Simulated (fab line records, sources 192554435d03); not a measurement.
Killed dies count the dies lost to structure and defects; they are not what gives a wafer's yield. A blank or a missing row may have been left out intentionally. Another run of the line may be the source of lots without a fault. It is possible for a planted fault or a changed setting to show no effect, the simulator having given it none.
fab line records + flow n5_finfet
record
- lots=14
- wafers=42
- last_day=19
route steps=1938 shown HKMG_FIN@455 GATE_CUT@484
lots with no fault: from the same line, run without faults
start_h: hours from the record's opening day to when the first of the lot's shown wafers began + wait_h: hours from the lot's prior step to this one + " unchanged from the row above + L1.1+2: a row that stands for several wafers + - no value, or no start was given + * or withheld: withheld + < > ~ a bound
route shown NAME@n: NAME is a module with steps in the file, n the number in the route of the first one + usual: average and standard deviation across the fault-free wafers + same: alike in all rows + chamber/n: place in a boat + sites: the reading at each site + _std_site: standard deviation across them + _edge_site: outer sites' mean less inner sites' + radius_mm: how far each site lies from the wafer's centre + mask NAME#n: copy n + behind: tool/chamber where the wafer was last shaped + hold: cause of the lot's hold/its duration in hours/its outcome + device: whichever transistor did not switch (one of n, p or np) + end of line: tests of these same wafers at the route's end + for a step that has no rows: nothing shown but its recipe + killed: count of dies lost to structure and defects at first sort (not the wafer's yield) + map: the dies of a wafer, with x for killed, . for not killed, _ for no die there
set.NAME: setting as actually run; set.NAME@STEP: the setting as run at that earlier step + model.NAME: the simulator's own value behind a step, which no gauge read
a sample of lots followed through the steps of the route, with each step as a table and each wafer as a row
services: a tool's chamber out of use, with start hour (start_h, from the record's first day; less than 0 if before it), hours out, and reason
## steps
# step N5_HKMG_FIN_STRIP_69
# recipe
- chemistry=N2/H2
- power_w=2500
- temp_c=300
- h2_frac=0.65
- time_s=360
- pressure_mtorr=withheld
- n2_flow_sccm=1750
- h2_flow_sccm=3250
# usual
- drypump_motor_current_A=5.43/0.11
- heater_power_w=470/14
| lot.wafer | tool            | chamber | start_h | wait_h | drypump_motor_current_A | heater_power_w | rf_hours_counter_h |
|-----------|-----------------|---------|---------|--------|-------------------------|----------------|--------------------|
| L505.2    | plasma_asher-01 | 1       | 86.10   | 0.1    | 5.27                    | 454            | 38                 |
| L505.3    | "               | 1       | "       | "      | 5.27                    | 455            | -                  |
| L505.5    | "               | 1       | "       | "      | 5.27                    | 445            | -                  |
| L506.1    | plasma_asher-02 | 0       | 93.96   | 0.1    | 5.46                    | 466            | 86                 |
| L506.4    | "               | 1       | "       | "      | 5.41                    | 479            | -                  |
| L506.5    | "               | 1       | "       | "      | 5.40                    | 469            | -                  |
| L515.2    | plasma_asher-02 | 0       | 144.87  | 0.1    | 5.47                    | 476            | 100                |
| L515.3    | "               | 1       | "       | "      | 5.41                    | 489            | -                  |
| L515.6    | "               | 1       | "       | "      | 5.40                    | 477            | -                  |
| L516.2    | plasma_asher-02 | 1       | 150.53  | 0.1    | 5.39                    | 484            | 101                |
| L516.3    | "               | 1       | "       | "      | 5.37                    | 469            | -                  |
| L516.4    | "               | 0       | "       | "      | 5.46                    | 493            | -                  |
| L517.1    | plasma_asher-01 | 0       | 159.72  | 0.1    | 5.60                    | 458            | 49                 |
| L517.2    | "               | 1       | "       | "      | 5.27                    | 445            | 49                 |
| L517.6    | "               | 0       | "       | "      | 5.57                    | 458            | -                  |
| L518.2    | plasma_asher-01 | 1       | 164.00  | 0.1    | 5.29                    | 448            | 51                 |
| L518.5    | "               | 0       | "       | "      | 5.58                    | 465            | -                  |
| L518.6    | "               | 1       | "       | "      | 5.28                    | 445            | -                  |
| L519.2    | plasma_asher-02 | 0       | 167.90  | 0.1    | 5.46                    | 471            | 104                |
| L519.4    | "               | 0       | "       | "      | 5.45                    | 472            | -                  |
| L519.5    | "               | 1       | "       | "      | 5.38                    | 478            | -                  |
| L520.2    | plasma_asher-01 | 1       | 174.72  | 0.1    | 5.27                    | 431            | 53                 |
| L520.3    | "               | 0       | "       | "      | 5.60                    | 458            | -                  |
| L520.4    | "               | 1       | "       | "      | 5.27                    | 452            | -                  |
| L522.4    | plasma_asher-01 | 0       | 191.56  | 0.2    | 5.59                    | 470            | -                  |
| L522.5    | "               | 1       | "       | "      | 5.29                    | 442            | -                  |
| L522.6    | "               | 0       | "       | "      | 5.60                    | 478            | -                  |
| L523.1    | plasma_asher-01 | 1       | 193.97  | 0.1    | 5.26                    | 446            | 56                 |
| L523.2    | "               | 0       | "       | "      | 5.59                    | 471            | 56                 |
| L523.4    | "               | 1       | "       | "      | 5.29                    | 442            | -                  |
| L524.1    | plasma_asher-02 | 0       | 201.29  | 0.1    | 5.41                    | 479            | 110                |
| L524.2    | "               | 1       | "       | "      | 5.39                    | 484            | 110                |
| L524.3    | "               | 1       | "       | "      | 5.39                    | 469            | -                  |
| L525.1    | plasma_asher-02 | 1       | 206.54  | 0.1    | 5.40                    | 469            | 111                |
| L525.4    | "               | 1       | "       | "      | 5.42                    | 481            | -                  |
| L525.5    | "               | 1       | "       | "      | 5.40                    | 463            | -                  |
| L526.3    | plasma_asher-02 | 0       | 216.53  | 0.2    | 5.50                    | 481            | -                  |
| L526.5    | "               | 1       | "       | "      | 5.39                    | 462            | -                  |
| L526.6    | "               | 0       | "       | "      | 5.49                    | 482            | -                  |
| L527.1    | plasma_asher-02 | 1       | 220.14  | 0.2    | 5.39                    | 484            | 114                |
| L527.5    | "               | 0       | "       | "      | 5.42                    | 476            | -                  |
| L527.6    | "               | 1       | "       | "      | 5.39                    | 471            | -                  |
# step N5_HKMG_FIN_CMP_94
# recipe
- stop_on=SiNx
- post_cmp_clean=w_dilute_nh4oh
- t_overpolish_s=4.7
- down_force_psi=4
- platen_rpm=50.289
- pad_velocity_m_s=1.0006
- target_thk_nm=43.299
# usual
- motor_current_A=12.0/1.7
| lot.wafer | tool   | chamber | start_h | wait_h | motor_current_A |
|-----------|--------|---------|---------|--------|-----------------|
| L505.2    | cmp-04 | 0       | 87.49   | 0.4    | 10.5            |
| L505.3    | "      | 1       | "       | "      | 11.6            |
| L505.5    | "      | 1       | "       | "      | 11.8            |
| L506.4    | cmp-03 | 2       | 95.38   | 0.3    | 12.7            |
| L506.1    | "      | 3       | "       | "      | 10.3            |
| L506.5    | "      | 2       | "       | "      | 13.1            |
| L515.3    | cmp-03 | 3       | 146.30  | 0.3    | 9.3             |
| L515.2    | "      | 1       | "       | "      | 12.4            |
| L515.6    | "      | 2       | "       | "      | 12.8            |
| L516.3    | cmp-04 | 0       | 151.93  | 0.4    | 9.7             |
| L516.4    | "      | 1       | "       | "      | 12.3            |
| L516.2    | "      | 3       | "       | "      | 12.9            |
| L517.2    | cmp-03 | 0       | 161.15  | 0.4    | 14.7            |
| L517.1    | "      | 2       | "       | "      | 12.6            |
| L517.6    | "      | 0       | "       | "      | 15.0            |
| L518.2    | cmp-02 | 2       | 165.43  | 0.3    | 11.4            |
| L518.5    | "      | 1       | "       | "      | 9.9             |
| L518.6    | "      | 2       | "       | "      | 11.7            |
| L519.2    | cmp-04 | 0       | 169.30  | 0.4    | 10.1            |
| L519.4    | "      | 2       | "       | "      | 11.7            |
| L519.5    | "      | 0       | "       | "      | 10.0            |
| L520.3    | cmp-04 | 2       | 176.11  | 0.4    | 11.8            |
| L520.4    | "      | 0       | "       | "      | 10.1            |
| L520.2    | "      | 1       | "       | "      | 12.1            |
| L522.4    | cmp-03 | 0       | 192.83  | 0.4    | 14.9            |
| L522.6    | "      | 0       | "       | "      | 16.1            |
| L522.5    | "      | 1       | "       | "      | 12.0            |
| L523.1    | cmp-04 | 0       | 195.37  | 0.4    | 10.2            |
| L523.4    | "      | 1       | "       | "      | 12.7            |
| L523.2    | "      | 2       | "       | "      | 11.7            |
| L524.1    | cmp-02 | 0       | 202.79  | 0.4    | 13.0            |
| L524.2    | "      | 2       | "       | "      | 12.0            |
| L524.3    | "      | 3       | "       | "      | 12.2            |
| L525.1    | cmp-02 | 1       | 208.04  | 0.4    | 10.5            |
| L525.4    | "      | 0       | "       | "      | 12.4            |
| L525.5    | "      | 1       | "       | "      | 10.2            |
| L526.3    | cmp-03 | 0       | 217.81  | 0.4    | 16.4            |
| L526.5    | "      | 0       | "       | "      | 16.5            |
| L526.6    | "      | 1       | "       | "      | 12.4            |
| L527.1    | cmp-02 | 2       | 221.63  | 0.4    | 12.0            |
| L527.5    | "      | 2       | "       | "      | 11.6            |
| L527.6    | "      | 3       | "       | "      | 11.9            |
# step N5_GATE_CUT_EXPOSE_10
# recipe
- mask_id=GATE_CUT
- na=0.33
- source_shape=annular
- sigma_inner=0.35
- sigma_outer=0.8
- polarization=unpolarized
- target_cd_nm=20
- dose_mj=43.25
# usual
- exposure_dose_mJ_cm2=43.15/0.052
- focus_offset_nm=0.0/0.54
- na=0.33/0
| lot.wafer | tool           | chamber | start_h | wait_h | mask       | exposure_dose_mJ_cm2 | focus_offset_nm | na   |
|-----------|----------------|---------|---------|--------|------------|----------------------|-----------------|------|
| L505.2    | euv_scanner-01 | 0       | 91.33   | -      | GATE_CUT#0 | 43.18                | -0.3            | 0.33 |
| L505.3    | "              | 0       | "       | "      | GATE_CUT#0 | 43.20                | -0.4            | 0.33 |
| L505.5    | "              | 0       | "       | "      | GATE_CUT#0 | 43.19                | -0.8            | 0.33 |
| L506.1    | euv_scanner-01 | 0       | 99.03   | -      | GATE_CUT#0 | 43.11                | -0.8            | 0.33 |
| L506.4    | "              | 0       | "       | "      | GATE_CUT#0 | 43.17                | -1.1            | 0.33 |
| L506.5    | "              | 0       | "       | "      | GATE_CUT#0 | 43.19                | -0.2            | 0.33 |
| L515.2    | euv_scanner-02 | -       | 150.05  | -      | GATE_CUT#0 | -                    | -               | -    |
| L515.3    | "              | -       | "       | "      | GATE_CUT#0 | -                    | -               | -    |
| L515.6    | "              | -       | "       | "      | GATE_CUT#0 | -                    | -               | -    |
| L516.2    | euv_scanner-01 | -       | 155.74  | -      | GATE_CUT#0 | -                    | -               | -    |
| L516.3    | "              | -       | "       | "      | GATE_CUT#0 | -                    | -               | -    |
| L516.4    | "              | -       | "       | "      | GATE_CUT#0 | -                    | -               | -    |
| L517.1    | euv_scanner-01 | 0       | 164.96  | -      | GATE_CUT#0 | 43.09                | 0.2             | 0.33 |
| L517.2    | "              | 0       | "       | "      | GATE_CUT#0 | 43.11                | -0.1            | 0.33 |
| L517.6    | "              | 0       | "       | "      | GATE_CUT#0 | 43.09                | 0.5             | 0.33 |
| L518.2    | euv_scanner-01 | 0       | 169.18  | -      | GATE_CUT#0 | 43.21                | 0.0             | 0.33 |
| L518.5    | "              | 0       | "       | "      | GATE_CUT#0 | 43.15                | 0.6             | 0.33 |
| L518.6    | "              | 0       | "       | "      | GATE_CUT#0 | 43.16                | 0.0             | 0.33 |
| L519.2    | euv_scanner-02 | 0       | 173.23  | -      | GATE_CUT#0 | 43.09                | 0.0             | 0.33 |
| L519.4    | "              | 0       | "       | "      | GATE_CUT#0 | 43.13                | -0.2            | 0.33 |
| L519.5    | "              | 0       | "       | "      | GATE_CUT#0 | 43.11                | 0.6             | 0.33 |
| L520.2    | euv_scanner-01 | 0       | 180.00  | -      | GATE_CUT#0 | 43.22                | -0.4            | 0.33 |
| L520.3    | "              | 0       | "       | "      | GATE_CUT#0 | 43.20                | -0.5            | 0.33 |
| L520.4    | "              | 0       | "       | "      | GATE_CUT#0 | 43.20                | -0.6            | 0.33 |
| L522.4    | euv_scanner-01 | 0       | 196.84  | -      | GATE_CUT#0 | 43.25                | 0.3             | 0.33 |
| L522.5    | "              | 0       | "       | "      | GATE_CUT#0 | 43.23                | -0.6            | 0.33 |
| L522.6    | "              | 0       | "       | "      | GATE_CUT#0 | 43.23                | -0.1            | 0.33 |
| L523.1    | euv_scanner-01 | 0       | 199.50  | -      | GATE_CUT#0 | 43.18                | 1.0             | 0.33 |
| L523.2    | "              | 0       | "       | "      | GATE_CUT#0 | 43.18                | 0.0             | 0.33 |
| L523.4    | "              | 0       | "       | "      | GATE_CUT#0 | 43.22                | 0.6             | 0.33 |
| L524.1    | euv_scanner-01 | 0       | 206.68  | -      | GATE_CUT#0 | 43.17                | 0.7             | 0.33 |
| L524.2    | "              | 0       | "       | "      | GATE_CUT#0 | 43.21                | 0.2             | 0.33 |
| L524.3    | "              | 0       | "       | "      | GATE_CUT#0 | 43.20                | 0.6             | 0.33 |
| L525.1    | euv_scanner-01 | 0       | 212.04  | -      | GATE_CUT#0 | 43.15                | -0.7            | 0.33 |
| L525.4    | "              | 0       | "       | "      | GATE_CUT#0 | 43.18                | -1.2            | 0.33 |
| L525.5    | "              | 0       | "       | "      | GATE_CUT#0 | 43.21                | -0.5            | 0.33 |
| L526.3    | euv_scanner-01 | 0       | 221.50  | -      | GATE_CUT#0 | 43.16                | 0.1             | 0.33 |
| L526.5    | "              | 0       | "       | "      | GATE_CUT#0 | 43.12                | -0.1            | 0.33 |
| L526.6    | "              | 0       | "       | "      | GATE_CUT#0 | 43.08                | 0.3             | 0.33 |
| L527.1    | euv_scanner-02 | 0       | 225.93  | -      | GATE_CUT#0 | 43.09                | 0.2             | 0.33 |
| L527.5    | "              | 0       | "       | "      | GATE_CUT#0 | 43.14                | 0.2             | 0.33 |
| L527.6    | "              | 0       | "       | "      | GATE_CUT#0 | 43.12                | -0.6            | 0.33 |
# step N5_GATE_CUT_STRIP_42
# recipe
- chemistry=O2
- power_w=400
- temp_c=40
- pressure_mtorr=30
- rf_frequency_hz=6e+07
- bias_power_w=0
- overash_fraction=0.3
- o2_flow_sccm=225
# usual
- drypump_motor_current_A=5.6/0.35
- oes_product_au=0.78/0.082
- rf_vpp_V=3.6/0.47
- showerhead_plenum_p_Torr=2.11/0.076
- throttle_valve_pct=16.86/0.22
# same
- bias_power_w=0
| lot.wafer | tool        | chamber | start_h | wait_h | drypump_motor_current_A | oes_product_au | rf_hours_counter_h | rf_vpp_V | showerhead_plenum_p_Torr | throttle_valve_pct |
|-----------|-------------|---------|---------|--------|-------------------------|----------------|--------------------|----------|--------------------------|--------------------|
| L505.2    | rie_diel-02 | 3       | 92.20   | 0.0    | 5.1                     | 0.69           | 247                | 3.7      | 2.00                     | 17.24              |
| L505.3    | "           | 0       | "       | "      | 5.8                     | 0.91           | 24                 | 4.2      | 2.07                     | 16.28              |
| L505.5    | "           | 0       | "       | "      | 5.8                     | 0.91           | -                  | 3.9      | 2.07                     | 16.29              |
| L506.1    | rie_diel-01 | 3       | 99.53   | 0.0    | 6.4                     | 0.75           | 158                | 3.9      | 2.00                     | 16.69              |
| L506.4    | "           | 2       | "       | "      | 5.5                     | 0.75           | 143                | 4.2      | 2.18                     | 16.97              |
| L506.5    | "           | 2       | "       | "      | 5.5                     | 0.75           | -                  | 3.5      | 2.18                     | 16.97              |
| L515.2    | rie_diel-02 | 0       | 150.54  | 0.0    | 5.8                     | 0.86           | 45                 | 4.7      | 2.06                     | 16.33              |
| L515.3    | "           | 1       | "       | "      | 5.6                     | 0.74           | 179                | 2.7      | 2.18                     | 16.90              |
| L515.6    | "           | 1       | "       | "      | 5.6                     | 0.73           | -                  | 3.9      | 2.18                     | 16.89              |
| L516.2    | rie_diel-03 | 3       | 156.23  | 0.0    | 5.5                     | 0.75           | 189                | 4.2      | 2.10                     | 17.14              |
| L516.3    | "           | 1       | "       | "      | 5.9                     | 0.69           | 248                | 3.6      | 1.97                     | 17.08              |
| L516.4    | "           | 0       | "       | "      | 5.4                     | 0.75           | 171                | 4.0      | 2.11                     | 16.84              |
| L517.1    | rie_diel-02 | 2       | 165.46  | 0.0    | 5.7                     | 0.72           | 192                | 3.3      | 2.06                     | 16.86              |
| L517.2    | "           | 3       | "       | "      | 5.0                     | 0.96           | 15                 | 3.4      | 2.26                     | 16.79              |
| L517.6    | "           | 0       | "       | "      | 5.8                     | 0.88           | -                  | 3.4      | 2.06                     | 16.35              |
| L518.2    | rie_diel-02 | 2       | 169.69  | 0.0    | 5.6                     | 0.72           | 193                | 3.5      | 2.06                     | 16.86              |
| L518.5    | "           | 3       | "       | "      | 5.0                     | 0.96           | -                  | 4.3      | 2.25                     | 16.81              |
| L518.6    | "           | 0       | "       | "      | 5.8                     | 0.86           | -                  | 3.8      | 2.06                     | 16.34              |
| L519.2    | rie_diel-02 | 1       | 173.73  | 0.0    | 5.6                     | 0.73           | 185                | 3.5      | 2.18                     | 16.92              |
| L519.4    | "           | 0       | "       | "      | 5.8                     | 0.86           | 52                 | 3.2      | 2.06                     | 16.35              |
| L519.5    | "           | 3       | "       | "      | 5.0                     | 0.96           | -                  | 3.6      | 2.25                     | 16.79              |
| L520.2    | rie_diel-01 | 3       | 180.50  | 0.0    | 6.4                     | 0.73           | 183                | 3.3      | 1.99                     | 16.74              |
| L520.3    | "           | 2       | "       | "      | 5.5                     | 0.74           | 167                | 4.1      | 2.17                     | 17.03              |
| L520.4    | "           | 0       | "       | "      | 5.8                     | 0.72           | 188                | 2.6      | 2.10                     | 16.99              |
| L522.4    | rie_diel-03 | 3       | 197.32  | 0.0    | 5.5                     | 0.74           | 202                | 2.9      | 2.10                     | 17.15              |
| L522.5    | "           | 3       | "       | "      | 5.5                     | 0.74           | -                  | 3.6      | 2.10                     | 17.15              |
| L522.6    | "           | 2       | "       | "      | 5.3                     | 0.76           | -                  | 3.6      | 2.10                     | 17.01              |
| L523.1    | rie_diel-03 | 3       | 200.00  | 0.0    | 5.5                     | 0.74           | 203                | 4.3      | 2.10                     | 17.17              |
| L523.2    | "           | 1       | "       | "      | 5.9                     | 0.94           | 6                  | 4.5      | 2.23                     | 16.67              |
| L523.4    | "           | 2       | "       | "      | 5.4                     | 0.76           | 152                | 2.8      | 2.10                     | 17.00              |
| L524.1    | rie_diel-03 | 2       | 207.75  | 0.0    | 5.3                     | 0.76           | 155                | 3.8      | 2.10                     | 17.02              |
| L524.2    | "           | 3       | "       | "      | 5.5                     | 0.74           | 206                | 4.2      | 2.10                     | 17.16              |
| L524.3    | "           | 0       | "       | "      | 5.4                     | 0.74           | 188                | 3.1      | 2.10                     | 16.87              |
| L525.1    | rie_diel-03 | 0       | 212.54  | 0.0    | 5.4                     | 0.73           | 189                | 3.5      | 2.10                     | 16.86              |
| L525.4    | "           | 1       | "       | "      | 6.0                     | 0.92           | 9                  | 3.3      | 2.23                     | 16.66              |
| L525.5    | "           | 3       | "       | "      | 5.4                     | 0.73           | -                  | 3.5      | 2.10                     | 17.17              |
| L526.3    | rie_diel-02 | 2       | 221.98  | 0.0    | 5.6                     | 0.71           | 205                | 3.4      | 2.05                     | 16.90              |
| L526.5    | "           | 2       | "       | "      | 5.6                     | 0.71           | -                  | 4.3      | 2.05                     | 16.89              |
| L526.6    | "           | 3       | "       | "      | 5.0                     | 0.93           | -                  | 3.9      | 2.25                     | 16.82              |
| L527.1    | rie_diel-02 | 2       | 226.43  | 0.0    | 5.6                     | 0.71           | 205                | 4.1      | 2.05                     | 16.89              |
| L527.5    | "           | 3       | "       | "      | 5.0                     | 0.92           | -                  | 3.7      | 2.25                     | 16.81              |
| L527.6    | "           | 2       | "       | "      | 5.6                     | 0.70           | -                  | 3.1      | 2.05                     | 16.89              |
## services
| tool            | chamber | start_h | hours | kind   |
|-----------------|---------|---------|-------|--------|
| cmp-04          | -       | 62.63   | 4.0   | pm     |
| rie_diel-03     | 2       | 73.79   | 3.4   | repair |
| plasma_asher-01 | -       | 79.42   | 4.2   | repair |
| cmp-04          | -       | 79.78   | 5.6   | pm     |
| rie_diel-02     | 2       | 88.89   | 6.0   | repair |
| euv_scanner-02  | -       | 90.31   | 1.0   | pm     |
| cmp-03          | -       | 91.35   | 1.0   | repair |
| rie_diel-03     | 0       | 96.09   | 2.1   | repair |
| euv_scanner-01  | -       | 106.95  | 4.6   | pm     |
| cmp-02          | -       | 110.64  | 4.0   | pm     |
| euv_scanner-01  | -       | 116.43  | 1.0   | pm     |
| euv_scanner-02  | -       | 122.82  | 1.8   | repair |
| rie_diel-03     | 1       | 123.37  | 2.8   | repair |
| plasma_asher-01 | -       | 129.65  | 14.6  | pm     |
| cmp-02          | -       | 132.78  | 1.0   | repair |
| euv_scanner-02  | -       | 146.46  | 1.0   | pm     |
| euv_scanner-01  | -       | 172.58  | 1.0   | pm     |
| cmp-03          | -       | 173.24  | 4.4   | repair |
| euv_scanner-02  | -       | 173.62  | 2.0   | repair |
| euv_scanner-02  | -       | 179.08  | 4.6   | pm     |
| cmp-02          | -       | 190.77  | 2.5   | repair |
| euv_scanner-02  | -       | 202.62  | 1.0   | pm     |
| cmp-03          | -       | 203.97  | 4.0   | pm     |
| cmp-04          | -       | 204.99  | 14.7  | pm     |
## key
first_sign
- step=N5_GATE_CUT_EXPOSE_10
- reading=tool_record
- direction=missing
effect none on later readings
met_at N5_GATE_CUT_EXPOSE_10
struck_lots L515,L516
later_rows_left_out L515.2,L515.3,L515.6,L516.2,L516.3,L516.4
sort_left_out L515.2,L515.3,L515.6,L516.2,L516.3,L516.4
tester_left_out L515,L516
not_acting_at N5_HKMG_FIN_STRIP_69,N5_HKMG_FIN_CMP_94,N5_GATE_CUT_STRIP_42
onset_between 99.03 150.05
fault
- kind=skipped_step_whole
- tool=euv_scanner-01,euv_scanner-02
- chamber=-
- onset_h=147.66
- steps=N5_GATE_CUT_EXPOSE_10
- scope=struck_lots_only
# tester_left_out: of these lots the tester's yield and bins aren't shown, on N5 and GAA mostly nor the transistor test; their killed dies are dies lost to structure and defects alone, not to doping, threshold or leakage, so they don't give the yield
# sort_left_out: the simulated sort isn't trusted on such a fault, so these wafers' sort isn't shown, and their yield isn't known
# later_rows_left_out: the simulator's readings of these wafers behind a module that went badly wrong aren't trusted and aren't shown, but for the sort
